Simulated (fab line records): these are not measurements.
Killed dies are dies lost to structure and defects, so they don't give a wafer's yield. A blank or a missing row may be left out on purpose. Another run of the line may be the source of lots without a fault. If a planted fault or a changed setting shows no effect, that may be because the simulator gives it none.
Chamber matching || flow nand_harc || rie_diel-11 running NHARC_P_ZERO_WELL_DESCUM_26: 4 sister chambers
The step chemistry O2, time 3 s. 8 wafers are shown with their chamber, then 7 later ones without.

== WAFERS PAIRED WITH THEIR CHAMBERS ==
{"wafer": "L075.3", "chamber": 2, "drypump_motor_current_A (A)": 5.4, "showerhead_plenum_p_Torr (Torr)": 2.01}
{"wafer": "L081.2", "chamber": 3, "drypump_motor_current_A (A)": 5.2, "showerhead_plenum_p_Torr (Torr)": 2.06}
{"wafer": "L081.4", "chamber": 1, "drypump_motor_current_A (A)": 5.1, "showerhead_plenum_p_Torr (Torr)": 1.93}
{"wafer": "L082.1", "chamber": 0, "drypump_motor_current_A (A)": 6.7, "showerhead_plenum_p_Torr (Torr)": 1.97}
{"wafer": "L082.5", "chamber": 1, "drypump_motor_current_A (A)": 5.1, "showerhead_plenum_p_Torr (Torr)": 1.93}
{"wafer": "L082.6", "chamber": 0, "drypump_motor_current_A (A)": 6.6, "showerhead_plenum_p_Torr (Torr)": 1.97}
{"wafer": "L088.1", "chamber": 2, "drypump_motor_current_A (A)": 5.4, "showerhead_plenum_p_Torr (Torr)": 2.00}
{"wafer": "L088.4", "chamber": 3, "drypump_motor_current_A (A)": 5.3, "showerhead_plenum_p_Torr (Torr)": 2.05}

== WAFERS WITHOUT THEIR CHAMBER ==
{"wafer": "L088.6", "drypump_motor_current_A (A)": 5.4, "showerhead_plenum_p_Torr (Torr)": 2.00}
{"wafer": "L095.3", "drypump_motor_current_A (A)": 5.4, "showerhead_plenum_p_Torr (Torr)": 1.99}
{"wafer": "L095.4", "drypump_motor_current_A (A)": 5.2, "showerhead_plenum_p_Torr (Torr)": 2.04}
{"wafer": "L095.6", "drypump_motor_current_A (A)": 5.4, "showerhead_plenum_p_Torr (Torr)": 1.99}
{"wafer": "L097.1", "drypump_motor_current_A (A)": 6.6, "showerhead_plenum_p_Torr (Torr)": 1.95}
{"wafer": "L097.2", "drypump_motor_current_A (A)": 5.1, "showerhead_plenum_p_Torr (Torr)": 1.91}
{"wafer": "L097.5", "drypump_motor_current_A (A)": 5.4, "showerhead_plenum_p_Torr (Torr)": 1.99}

== CHAMBER TAKEN BY EACH ==
{"wafer": "L088.6", "from the rows above": 2, "in truth": 2}
{"wafer": "L095.3", "from the rows above": 2, "in truth": 2}
{"wafer": "L095.4", "from the rows above": 3, "in truth": 3}
{"wafer": "L095.6", "from the rows above": 2, "in truth": 2}
{"wafer": "L097.1", "from the rows above": 0, "in truth": 0}
{"wafer": "L097.2", "from the rows above": 1, "in truth": 1}
{"wafer": "L097.5", "from the rows above": 2, "in truth": 2}
Correct placement for 7 of the 7. Not placeable from these rows: 0. Wrongly placed: 0.
How it was worked out, from the rows above alone: a wafer's distance from a chamber is the root of the sum, over the readings, of the square of ((its reading less the chamber's mean) divided by the reading's scatter). If the next closest chamber is less than 2 further off than the closest, the wafer can't be placed; otherwise it belongs to the closest. A chamber's mean is the mean of its shown wafers. The scatter: the root of (the sum of the squares of (reading less its chamber's mean) over the shown wafers, divided by (wafers less chambers)).
